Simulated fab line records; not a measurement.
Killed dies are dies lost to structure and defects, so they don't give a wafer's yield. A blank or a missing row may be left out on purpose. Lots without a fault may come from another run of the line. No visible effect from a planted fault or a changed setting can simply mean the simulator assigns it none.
A struck lot beside a sound one + flow nand-harc + 15 steps out of a route of 1302
Sound: these wafers, L234.3, L234.4, L234.6. Struck: wafers L233.3, L233.5, L233.6. At the end, the cause is stated.
Each step with rows lists, per side, the tool, then ch with its chambers, then its first start. Under that, the readings that differ: sound wafers + struck wafers + difference of the means + sigmas: that difference in standard deviations of wafers without a fault.
alike: readings whose means differ by less than 2 such deviations, and words and numbers that are the same on both sides. not compared: withheld readings, readings that some wafer has no value for, bounds like >300 that may hide the same value, and numbers for which the record gives no deviation and whose values overlap.
The two part at a step that has a row with sigmas, a row that says differs or no value, or rows on one side only. Non-overlapping numbers with no deviation appear without sigmas and do not part them. A reading that every wafer of one side lacks parts them only if that side has two wafers or more.

first, 4 steps without rows for these wafers: NHARC_THIN_TSV_EBR_29; NHARC_THIN_TSV_EXPOSE_30 (exposes mask PAD); NHARC_THIN_TSV_PEB_31 (peb time 85 s); NHARC_THIN_TSV_DEVELOP_32 (time 70 s).
NHARC_THIN_TSV_CD_MEAS_33: the cd target is 5000 nm.
  sound on cd-sem-02 ch 0, day 29 04:41; struck on cd-sem-03 ch 0, day 29 03:31
  alike: cd-nm
then, 1 step without rows for these wafers: NHARC_THIN_TSV_HARDBAKE_34 (time 80 s).
NHARC_THIN_TSV_DESCUM_35: chemistry O2, time 3 s.
  sound on rie-diel-12 ch 0,1,3, day 29 04:52; struck on rie-diel-12 ch 0,2,3, day 29 03:42
  alike: drypump-motor-current-A, oes-product-au, rf-vpp-V, showerhead-plenum-p-Torr, throttle-valve-pct
  not compared: rf-hours-counter-h
NHARC_THIN_TSV_ETCH_59: etches the open film in Cl2/BCl3, target depth 880 nm, time 138.1 s.
  sound on rie-metal-03 ch 0,1, day 29 05:03; struck on rie-metal-01 ch 0, day 29 03:57
  alike: drypump-motor-current-A, he-backside-leak-sccm, oes-product-au, throttle-valve-pct
  not compared: rf-hours-counter-h
NHARC_THIN_TSV_ETCH_36: etches the open film in Cl2/BCl3, target depth 65 nm, time 18.571 s.
  sound on rie-metal-03 ch 0,1, day 29 05:15; struck on rie-metal-01 ch 0, day 29 04:18
  alike: drypump-motor-current-A, he-backside-leak-sccm, oes-product-au
  not compared: rf-hours-counter-h
NHARC_THIN_TSV_STRIP_56: strips in O2.
  sound on plasma-asher-01 ch 0,1, day 29 05:26; struck on plasma-asher-02 ch 0,1, day 29 04:31
  alike: drypump-motor-current-A, heater-power-w
  not compared: rf-hours-counter-h
then, 1 step without rows for these wafers: NHARC_THIN_TSV_STRIP_57 (strips in post etch residue remover, time 1200 s).
NHARC_THIN_TSV_CD_MEAS_37:
  sound: cd-sem-01 at day 29 06:08; struck: cd-sem-03 at day 29 05:13
  alike: cd-nm
NHARC_THIN_TSV_ANNEAL_58: time 1800 s.
  struck on furnace-08, day 29 09:38; sound on furnace-08 ch 0, day 29 09:38
  no value came back on the struck wafers for run-length-s (s), spike-tc-bottom-C (C), spike-tc-centre-C (C); on the sound wafers run-length-s (s) reads 1815 1815 1815
NHARC_THIN_TSV_INSPECT_40:
  sound: defect-inspect-01 at day 29 11:05; struck: defect-inspect-02 at day 29 11:05
  alike: raw-defect-count
NHARC_END_SORT_01:
  sound on prober-01 ch 0, day 29 15:44; struck on prober-02 ch 0, day 29 15:47
| reading                  | sound          | struck         | difference | sigmas |
|--------------------------|----------------|----------------|------------|--------|
| defect-limited-yield (%) | 86.7 84.8 88.2 | 93.2 93.4 91.7 | +6.2       | +2     |
| killed-at-array          | 86 95 78       | 43 45 47       | -41        | -2     |
| killed-dies              | 90 103 80      | 46 45 56       | -42        | -2     |
  alike: killed-at-other, killed-at-periphery, killed-open, killed-short

WHERE THEY PART
Last at NHARC_END_SORT_01 as far as this record goes, first at NHARC_THIN_TSV_ANNEAL_58.

WHY: the cause the simulator had injected
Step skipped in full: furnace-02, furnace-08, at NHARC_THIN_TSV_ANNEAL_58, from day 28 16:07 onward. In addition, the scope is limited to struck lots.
